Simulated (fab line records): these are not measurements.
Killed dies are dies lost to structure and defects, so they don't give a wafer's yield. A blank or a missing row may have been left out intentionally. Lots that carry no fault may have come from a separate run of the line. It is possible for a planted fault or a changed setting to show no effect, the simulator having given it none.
The tool behind it: which one?    flow nand_harc    69 wafers from 23 lots sampled at 6 of the route's 1159 steps

## WHAT THE GAUGES SHOWED, per wafer
The record lacks any reading of a measuring or inspecting step that a usual standard deviation could be used to judge.

## TOOL THAT RAN EACH LOT (tool first, then ch and the chambers of the sampled wafers, then the start)
lot   NHARC_A_STAIRCASE_STRIP_205           NHARC_A_STAIRCASE_TRIM_220          NHARC_A_STAIRCASE_TRIM_222                     NHARC_A_STAIRCASE_ETCH_225                     NHARC_A_STAIRCASE_ETCH_230                     NHARC_A_STAIRCASE_STRIP_238
L076  plasma_asher-01 ch 0,1, day 11 16:10  rie_diel-10 ch 0,1,2, day 11 17:42  rie_diel-10 ch 0,3, day 11 20:45 or earlier    rie_diel-10 ch 1,2,3, day 11 20:45 or earlier  rie_diel-10 ch 1,2, day 11 20:45 or earlier    plasma_asher-01 ch 0,1, day 11 20:45
L075  plasma_asher-01 ch 0,1, day 11 20:14  rie_diel-06 ch 0,2,3, day 11 21:52  rie_diel-06 ch 0,1, day 12 00:55 or earlier    rie_diel-06 ch 0,1,3, day 12 00:55 or earlier  rie_diel-10 ch 0,1,2, day 12 00:55 or earlier  plasma_asher-01 ch 0,1, day 12 00:55
L078  plasma_asher-02 ch 0,1, day 11 23:54  rie_diel-10 ch 0,2,3, day 12 01:29  rie_diel-10 ch 0,2,3, day 12 04:07 or earlier  rie_diel-10 ch 0,3, day 12 04:07 or earlier    rie_diel-10 ch 1,2,3, day 12 04:07 or earlier  plasma_asher-01 ch 0,1, day 12 04:07
L074  plasma_asher-02 ch 0,1, day 12 00:25  rie_diel-05 ch 1,2,3, day 12 01:50  rie_diel-05 ch 1,2,3, day 12 04:31 or earlier  rie_diel-05 ch 0,1,2, day 12 04:31 or earlier  rie_diel-05 ch 0,1,3, day 12 04:31 or earlier  plasma_asher-02 ch 0,1, day 12 04:31
L077  plasma_asher-02 ch 0,1, day 12 00:40  rie_diel-05 ch 2,3, day 12 02:18    rie_diel-05 ch 2,3, day 12 05:33 or earlier    rie_diel-05 ch 0,3, day 12 05:33 or earlier    rie_diel-10 ch 0,1,2, day 12 05:33 or earlier  plasma_asher-01 ch 0,1, day 12 05:33
L080  plasma_asher-02 ch 0,1, day 12 10:09  rie_diel-06 ch 0,2,3, day 12 11:43  rie_diel-06 ch 1,2, day 12 15:22 or earlier    rie_diel-06 ch 0,1,3, day 12 15:22 or earlier  rie_diel-05 ch 0,1,2, day 12 15:22 or earlier  plasma_asher-02 ch 0,1, day 12 15:22
L081  plasma_asher-02 ch 0,1, day 12 12:12  rie_diel-06 ch 1,2,3, day 12 13:48  rie_diel-06 ch 0,1,2, day 12 16:43 or earlier  rie_diel-06 ch 0,2,3, day 12 16:43 or earlier  rie_diel-05 ch 1,3, day 12 16:43 or earlier    plasma_asher-02 ch 0,1, day 12 16:43
L085  plasma_asher-01 ch 0,1, day 13 09:29  rie_diel-05 ch 0,1,2, day 13 11:03  rie_diel-05 ch 2,3, day 13 14:01 or earlier    rie_diel-05 ch 0,3, day 13 14:01 or earlier    rie_diel-06 ch 0,1,3, day 13 14:01 or earlier  plasma_asher-01 ch 0,1, day 13 14:01
L082  plasma_asher-02 ch 0,1, day 13 09:32  rie_diel-05 ch 0,1,2, day 13 11:17  rie_diel-05 ch 0,1,2, day 13 14:21 or earlier  rie_diel-05 ch 0,2,3, day 13 14:21 or earlier  rie_diel-06 ch 1,2,3, day 13 14:21 or earlier  plasma_asher-01 ch 0,1, day 13 14:21
L083  plasma_asher-02 ch 0,1, day 13 14:22  rie_diel-10 ch 2,3, day 13 15:55    rie_diel-10 ch 0,2, day 13 18:41 or earlier    rie_diel-10 ch 0,3, day 13 18:41 or earlier    rie_diel-10 ch 1,3, day 13 18:41 or earlier    plasma_asher-01 ch 0,1, day 13 18:41
L084  plasma_asher-01 ch 0,1, day 13 14:35  rie_diel-05 ch 0,2, day 13 16:11    rie_diel-05 ch 2,3, day 13 18:24 or earlier    rie_diel-05 ch 0,3, day 13 18:24 or earlier    rie_diel-05 ch 1,3, day 13 18:24 or earlier    plasma_asher-02 ch 0, day 13 18:24
L087  plasma_asher-02 ch 0,1, day 14 04:40  rie_diel-06 ch 0,1,3, day 14 06:17  rie_diel-06 ch 0,2,3, day 14 08:31 or earlier  rie_diel-06 ch 0,1,3, day 14 08:31 or earlier  rie_diel-10 ch 0,1,3, day 14 08:31 or earlier  plasma_asher-02 ch 0,1, day 14 08:31
L086  plasma_asher-02 ch 0,1, day 14 05:22  rie_diel-05 ch 0,1,2, day 14 06:56  rie_diel-05 ch 0,1,3, day 14 09:28 or earlier  rie_diel-05 ch 0,1,2, day 14 09:28 or earlier  rie_diel-05 ch 0,1,3, day 14 09:28 or earlier  plasma_asher-01 ch 0,1, day 14 09:28
L088  plasma_asher-02 ch 0,1, day 14 09:52  rie_diel-05 ch 0,3, day 14 12:50    rie_diel-05 ch 1,2, day 14 15:29 or earlier    rie_diel-05 ch 0,2,3, day 14 15:29 or earlier  rie_diel-10 ch 1,2, day 14 15:29 or earlier    plasma_asher-01 ch 0,1, day 14 15:29
L090  plasma_asher-01 ch 0,1, day 14 23:22  rie_diel-05 ch 0,2, day 15 00:59    rie_diel-05 ch 0,1,3, day 15 03:07 or earlier  rie_diel-05 ch 1,2,3, day 15 03:07 or earlier  rie_diel-05 ch 0,1,2, day 15 03:07 or earlier  plasma_asher-02 ch 1, day 15 03:07
L089  plasma_asher-02 ch 0,1, day 14 23:41  rie_diel-06 ch 0,2,3, day 15 01:27  rie_diel-06 ch 0,2,3, day 15 03:33 or earlier  rie_diel-06 ch 1,2,3, day 15 03:33 or earlier  rie_diel-06 ch 0,1,2, day 15 03:33 or earlier  plasma_asher-02 ch 0,1, day 15 03:33
L092  plasma_asher-01 ch 0,1, day 15 17:25  rie_diel-05 ch 0,1,2, day 15 19:17  rie_diel-05 ch 0,1, day 16 01:03 or earlier    rie_diel-05 ch 0,3, day 16 01:03 or earlier    rie_diel-06 ch 0,1, day 16 01:03 or earlier    plasma_asher-01 ch 0,1, day 16 01:03
L093  plasma_asher-02 ch 0,1, day 15 17:35  rie_diel-05 ch 0,3, day 15 19:27    rie_diel-05 ch 1,3, day 16 02:08 or earlier    rie_diel-05 ch 1,3, day 16 02:08 or earlier    rie_diel-05 ch 0,1,3, day 16 02:08 or earlier  plasma_asher-01 ch 0,1, day 16 02:08
L091  plasma_asher-02 ch 0,1, day 16 00:28  rie_diel-05 ch 0,1,3, day 16 02:01  rie_diel-05 ch 0,1,3, day 16 05:12 or earlier  rie_diel-05 ch 0,1,3, day 16 05:12 or earlier  rie_diel-10 ch 1,2, day 16 05:12 or earlier    plasma_asher-01 ch 0,1, day 16 05:12
L095  plasma_asher-01 ch 0,1, day 16 04:13  rie_diel-06 ch 1,2,3, day 16 05:43  rie_diel-06 ch 0,1,2, day 16 08:50 or earlier  rie_diel-06 ch 0,2, day 16 08:50 or earlier    rie_diel-06 ch 0,2,3, day 16 08:50 or earlier  plasma_asher-01 ch 0,1, day 16 08:50
L094  plasma_asher-01 ch 0,1, day 16 06:07  rie_diel-10 ch 0,2,3, day 16 07:47  rie_diel-10 ch 0,1,2, day 16 10:18 or earlier  rie_diel-10 ch 1,2,3, day 16 10:18 or earlier  rie_diel-10 ch 0,2,3, day 16 10:18 or earlier  plasma_asher-02 ch 0,1, day 16 10:18
L096  plasma_asher-01 ch 0,1, day 16 10:27  rie_diel-05 ch 0,1,3, day 16 11:59  rie_diel-05 ch 0,1,3, day 16 14:31 or earlier  rie_diel-05 ch 0,1,3, day 16 14:31 or earlier  rie_diel-05 ch 0,1,3, day 16 14:31 or earlier  plasma_asher-02 ch 0,1, day 16 14:31
L097  plasma_asher-01 ch 0,1, day 17 08:29  rie_diel-06 ch 1,2,3, day 17 10:05  rie_diel-06 ch 0,1,3, day 17 12:28 or earlier  rie_diel-06 ch 1,2, day 17 12:28 or earlier    rie_diel-05 ch 2,3, day 17 12:28 or earlier    plasma_asher-02 ch 0,1, day 17 12:28
- NHARC_A_STAIRCASE_STRIP_205: strips in O2.
- NHARC_A_STAIRCASE_TRIM_220: chemistry O2, time 211.2 s.
- NHARC_A_STAIRCASE_TRIM_222: chemistry O2, time 211.2 s.
- NHARC_A_STAIRCASE_ETCH_225: etches the open film in C4F8/O2, target depth 100 nm, time 40.5 s.
- NHARC_A_STAIRCASE_ETCH_230: etches the open film in C4F8/O2, target depth 100 nm, time 40.5 s.
- NHARC_A_STAIRCASE_STRIP_238: strips in O2.

## AS READ BY THE TOOLS THEMSELVES (means over the sampled wafers that have a number; for cases with no such wafer, the mark the record gives instead)
NHARC_A_STAIRCASE_STRIP_205. Usual: drypump_motor_current_A 5.73 A, standard deviation 0.19; heater_power_w 338 W, standard deviation 31.
lot   tool             drypump_motor_current_A (A)  heater_power_w (W)  flag
L076  plasma_asher-01  5.58                         364                 
L075  plasma_asher-01  5.63                         367                 
L078  plasma_asher-02  5.80                         317                 
L074  plasma_asher-02  5.79                         318                 
L077  plasma_asher-02  5.78                         325                 
L080  plasma_asher-02  5.74                         307                 
L081  plasma_asher-02  5.79                         321                 
L085  plasma_asher-01  5.80                         363                 
L082  plasma_asher-02  5.76                         319                 
L083  plasma_asher-02  5.79                         325                 
L084  plasma_asher-01  5.62                         367                 
L087  plasma_asher-02  5.74                         308                 
L086  plasma_asher-02  5.74                         311                 
L088  plasma_asher-02  5.77                         322                 
L090  plasma_asher-01  5.60                         371                 
L089  plasma_asher-02  5.75                         307                 
L092  plasma_asher-01  5.76                         369                 
L093  plasma_asher-02  5.77                         319                 
L091  plasma_asher-02  5.77                         326                 
L095  plasma_asher-01  5.61                         363                 
L094  plasma_asher-01  5.57                         367                 
L096  plasma_asher-01  5.79                         368                 
L097  plasma_asher-01  5.56                         370                 

NHARC_A_STAIRCASE_TRIM_220. Usual: drypump_motor_current_A 5.9 A, standard deviation 0.47; oes_product_au 0.996 a.u., standard deviation 0.0098; rf_vpp_V 57.7 V, standard deviation 0.92; showerhead_plenum_p_Torr 3.49 Torr, standard deviation 0.11; throttle_valve_pct 17.035 %, standard deviation 0.0093.
lot   tool         drypump_motor_current_A (A)  oes_product_au (a.u.)  rf_vpp_V (V)  showerhead_plenum_p_Torr (Torr)  throttle_valve_pct (%)  flag
L076  rie_diel-10  6.2                          1.000                  58.8          3.56                             17.031                  
L075  rie_diel-06  5.9                          1.008                  58.6          3.55                             17.034                  
L078  rie_diel-10  5.6                          1.002                  58.2          3.55                             17.038                  
L074  rie_diel-05  5.9                          0.995                  57.3          3.48                             17.036                  
L077  rie_diel-05  6.4                          0.985                  58.3          3.58                             17.039                  
L080  rie_diel-06  5.9                          0.997                  57.6          3.55                             17.027                  
L081  rie_diel-06  5.7                          1.003                  57.7          3.52                             17.033                  
L085  rie_diel-05  5.9                          1.000                  58.0          3.50                             17.033                  
L082  rie_diel-05  6.0                          0.996                  58.3          3.50                             17.030                  
L083  rie_diel-10  5.9                          1.002                  58.0          3.53                             17.040                  
L084  rie_diel-05  6.4                          0.999                  58.3          3.60                             17.037                  
L087  rie_diel-06  6.0                          1.000                  57.7          3.56                             17.029                  
L086  rie_diel-05  5.9                          0.995                  58.1          3.49                             17.031                  
L088  rie_diel-05  5.8                          0.994                  58.5          3.42                             17.041                  
L090  rie_diel-05  6.2                          0.988                  57.4          3.51                             17.038                  
L089  rie_diel-06  5.9                          0.998                  57.2          3.53                             17.032                  
L092  rie_diel-05  6.0                          0.997                  58.0          3.48                             17.037                  
L093  rie_diel-05  5.8                          0.991                  57.2          3.41                             17.032                  
L091  rie_diel-05  5.6                          0.991                  56.9          3.39                             17.035                  
L095  rie_diel-06  5.8                          0.996                  56.4          3.50                             17.045                  
L094  rie_diel-10  5.6                          1.000                  57.7          3.53                             17.038                  
L096  rie_diel-05  5.6                          0.988                  57.2          3.39                             17.031                  
L097  rie_diel-06  5.7                          1.010                  57.1          3.50                             17.034                  

NHARC_A_STAIRCASE_TRIM_222. Usual: drypump_motor_current_A 5.9 A, standard deviation 0.48; oes_product_au 0.994 a.u., standard deviation 0.0086; rf_vpp_V 57.7 V, standard deviation 0.88; showerhead_plenum_p_Torr 3.48 Torr, standard deviation 0.11; throttle_valve_pct 17.035 %, standard deviation 0.009.
lot   tool         drypump_motor_current_A (A)  oes_product_au (a.u.)  rf_vpp_V (V)  showerhead_plenum_p_Torr (Torr)  throttle_valve_pct (%)  flag
L076  rie_diel-10  5.3                          0.992                  58.0          3.48                             17.038                  
L075  rie_diel-06  6.1                          0.993                  57.7          3.57                             17.033                  
L078  rie_diel-10  5.6                          1.003                  58.0          3.55                             17.034                  
L074  rie_diel-05  5.9                          0.988                  57.4          3.48                             17.042                  
L077  rie_diel-05  6.0                          0.992                  58.1          3.49                             17.046                  
L080  rie_diel-06  5.6                          1.000                  57.6          3.47                             17.040                  
L081  rie_diel-06  5.8                          0.993                  58.2          3.52                             17.030                  
L085  rie_diel-05  6.4                          0.985                  59.1          3.58                             17.034                  
L082  rie_diel-05  6.0                          0.996                  58.0          3.50                             17.040                  
L083  rie_diel-10  5.8                          1.001                  57.9          3.62                             17.036                  
L084  rie_diel-05  6.4                          0.987                  57.7          3.58                             17.030                  
L087  rie_diel-06  5.9                          0.994                  57.8          3.54                             17.035                  
L086  rie_diel-05  5.7                          0.995                  58.2          3.40                             17.034                  
L088  rie_diel-05  5.8                          1.003                  57.2          3.46                             17.038                  
L090  rie_diel-05  5.6                          0.987                  57.4          3.40                             17.031                  
L089  rie_diel-06  5.9                          0.990                  57.3          3.53                             17.040                  
L092  rie_diel-05  5.7                          0.988                  57.4          3.41                             17.032                  
L093  rie_diel-05  5.4                          0.985                  56.8          3.36                             17.028                  
L091  rie_diel-05  5.6                          0.991                  57.5          3.39                             17.035                  
L095  rie_diel-06  5.8                          0.996                  57.1          3.50                             17.033                  
L094  rie_diel-10  6.2                          1.007                  58.3          3.54                             17.034                  
L096  rie_diel-05  5.6                          0.995                  56.9          3.39                             17.034                  
L097  rie_diel-06  6.0                          1.002                  57.8          3.55                             17.040                  

NHARC_A_STAIRCASE_ETCH_225. Usual: bias_w 1000.0 W, standard deviation 2.9; oes_product_au 0.935 a.u., standard deviation 0.012; rf_fwd_power_W 591.8 W, standard deviation 3; rf_vpp_V 894 V, standard deviation 3.8.
lot   tool         bias_w (W)  oes_product_au (a.u.)  rf_fwd_power_W (W)  rf_vpp_V (V)  flag
L076  rie_diel-10  997.5       0.924                  593.1               895           
L075  rie_diel-06  999.4       0.940                  595.2               897           
L078  rie_diel-10  1002.6      0.942                  596.9               898           
L074  rie_diel-05  1000.5      0.930                  590.6               895           
L077  rie_diel-05  1002.2      0.930                  589.8               892           
L080  rie_diel-06  1000.0      0.936                  592.2               897           
L081  rie_diel-06  998.7       0.946                  593.9               897           
L085  rie_diel-05  1000.8      0.918                  591.2               891           
L082  rie_diel-05  999.1       0.925                  591.3               895           
L083  rie_diel-10  997.1       0.941                  596.8               894           
L084  rie_diel-05  997.8       0.947                  591.5               892           
L087  rie_diel-06  996.9       0.943                  591.2               898           
L086  rie_diel-05  1001.1      0.941                  588.9               895           
L088  rie_diel-05  998.8       0.941                  591.6               895           
L090  rie_diel-05  1001.9      0.942                  592.4               895           
L089  rie_diel-06  999.1       0.941                  592.1               895           
L092  rie_diel-05  1000.7      0.915                  590.1               891           
L093  rie_diel-05  1000.9      0.921                  591.4               890           
L091  rie_diel-05  1001.0      0.916                  590.5               891           
L095  rie_diel-06  1000.4      0.938                  590.3               895           
L094  rie_diel-10  995.2       0.935                  592.9               893           
L096  rie_diel-05  998.5       0.930                  589.3               891           
L097  rie_diel-06  1001.9      0.926                  594.7               893           

NHARC_A_STAIRCASE_ETCH_230. Usual: bias_w 1000.2 W, standard deviation 2.9; oes_product_au 0.943 a.u., standard deviation 0.016; rf_fwd_power_W 592.3 W, standard deviation 2.7; rf_vpp_V 895 V, standard deviation 3.8.
lot   tool         bias_w (W)  oes_product_au (a.u.)  rf_fwd_power_W (W)  rf_vpp_V (V)  flag
L076  rie_diel-10  999.8       0.947                  594.8               895           
L075  rie_diel-10  997.5       0.929                  593.8               898           
L078  rie_diel-10  1000.3      0.938                  594.7               894           
L074  rie_diel-05  1002.4      0.927                  589.5               892           
L077  rie_diel-10  1000.1      0.940                  593.5               898           
L080  rie_diel-05  1002.0      0.944                  591.2               895           
L081  rie_diel-05  1001.2      0.963                  592.9               890           
L085  rie_diel-06  1000.2      0.923                  590.8               898           
L082  rie_diel-06  1000.7      0.921                  593.0               895           
L083  rie_diel-10  1002.1      0.939                  595.2               892           
L084  rie_diel-05  999.6       0.938                  591.2               890           
L087  rie_diel-10  999.1       0.951                  596.8               894           
L086  rie_diel-05  1003.2      0.936                  590.1               891           
L088  rie_diel-10  998.0       0.945                  593.7               895           
L090  rie_diel-05  1004.5      0.940                  591.5               894           
L089  rie_diel-06  999.3       0.942                  592.6               895           
L092  rie_diel-06  998.3       0.954                  592.7               896           
L093  rie_diel-05  999.7       0.933                  590.8               890           
L091  rie_diel-10  998.8       0.979                  593.4               895           
L095  rie_diel-06  1001.5      0.955                  591.8               895           
L094  rie_diel-10  999.0       0.946                  591.5               897           
L096  rie_diel-05  1002.0      0.939                  589.4               890           
L097  rie_diel-05  1000.1      0.960                  591.7               893           

NHARC_A_STAIRCASE_STRIP_238. Usual: drypump_motor_current_A 5.71 A, standard deviation 0.22; heater_power_w 347 W, standard deviation 29.
lot   tool             drypump_motor_current_A (A)  heater_power_w (W)  flag
L076  plasma_asher-01  5.79                         366                 
L075  plasma_asher-01  5.79                         365                 
L078  plasma_asher-01  5.78                         366                 
L074  plasma_asher-02  5.77                         319                 
L077  plasma_asher-01  5.58                         367                 
L080  plasma_asher-02  5.79                         325                 
L081  plasma_asher-02  5.77                         320                 
L085  plasma_asher-01  5.61                         373                 
L082  plasma_asher-01  5.76                         374                 
L083  plasma_asher-01  5.59                         362                 
L084  plasma_asher-02  5.65                         292                 
L087  plasma_asher-02  5.77                         321                 
L086  plasma_asher-01  5.58                         370                 
L088  plasma_asher-01  5.81                         368                 
L090  plasma_asher-02  5.83                         342                 
L089  plasma_asher-02  5.77                         325                 
L092  plasma_asher-01  5.79                         368                 
L093  plasma_asher-01  5.61                         370                 
L091  plasma_asher-01  5.59                         367                 
L095  plasma_asher-01  5.79                         369                 
L094  plasma_asher-02  5.72                         320                 
L096  plasma_asher-02  5.73                         317                 
L097  plasma_asher-02  5.75                         320                 

## THE ANSWER, worked out from the rows above alone
Rule: a lot is off if the mean of its wafers that have a number lies more than 3 standard deviations from the usual mean. Also off: a lot with no number at a reading for which 4 or more lots have one. Any other lot the step has rows for is counted as sound. After the gauges, taken in route order, come the tools' own readings; for these a lot's mean is taken, as printed above. At the first step where some lot is off, the reading lying furthest off is the one used; lots without a number count as furthest.
Nothing can be told from this: no lot is off at any reading shown.

## WHAT THE SIMULATOR PUT IN
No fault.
